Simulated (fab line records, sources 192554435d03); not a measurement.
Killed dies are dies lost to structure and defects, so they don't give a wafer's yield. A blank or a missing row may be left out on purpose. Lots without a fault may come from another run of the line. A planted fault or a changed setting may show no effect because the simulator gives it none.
Chamber matching | flow n5_finfet | N5_BEOL_M7_CMP_52 on cmp-02: 4 sister chambers
The step polishes, stops on SiCOH lowk, t overpolish 6.9 s, target thk 80 nm. 4 wafers are shown with their chamber, then 9 later ones without.

WAFERS WITH THEIR CHAMBER
wafer  | chamber | motor_current_A (A)
L084.1 | 0       | 5.7
L086.1 | 1       | 6.0
L093.4 | 2       | 5.5
L093.6 | 3       | 6.4

WAFERS WITHOUT THEIR CHAMBER
wafer  | motor_current_A (A)
L089.3 | 5.4
L089.4 | 6.0
L089.6 | 5.7
L097.4 | 5.9
L097.5 | 6.9
L097.6 | 5.7
L092.1 | 6.3
L092.3 | 5.5
L092.5 | 6.5

WHICH CHAMBER EACH WENT THROUGH
wafer  | from the rows above          | in truth
L089.3 | can't be placed: 2 or 0      | 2
L089.4 | can't be placed: 1 or 0      | 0
L089.6 | can't be placed: 0 or 2 or 1 | 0
L097.4 | can't be placed: 1 or 0 or 2 | 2
L097.5 | 3                            | 3
L097.6 | can't be placed: 0 or 2 or 1 | 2
L092.1 | can't be placed: 3 or 1      | 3
L092.3 | can't be placed: 2 or 0      | 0
L092.5 | 3                            | 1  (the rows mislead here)
Placed correctly: 1 of 9. Can't be placed from these rows: 7 (the true chamber is among the candidates in 7). Placed wrongly: 1.
How it was worked out, from the rows above alone: a wafer's distance from a chamber is the root of the sum, over the readings, of the square of ((its reading less the chamber's mean) divided by the reading's scatter). The wafer belongs to the nearest chamber; if the next one is less than 2 further off, it can't be placed. A chamber's mean is the mean of its shown wafers. The scatter: with one shown wafer a chamber, the root of the mean of the squares of how far each hidden wafer lies from its nearest shown one.
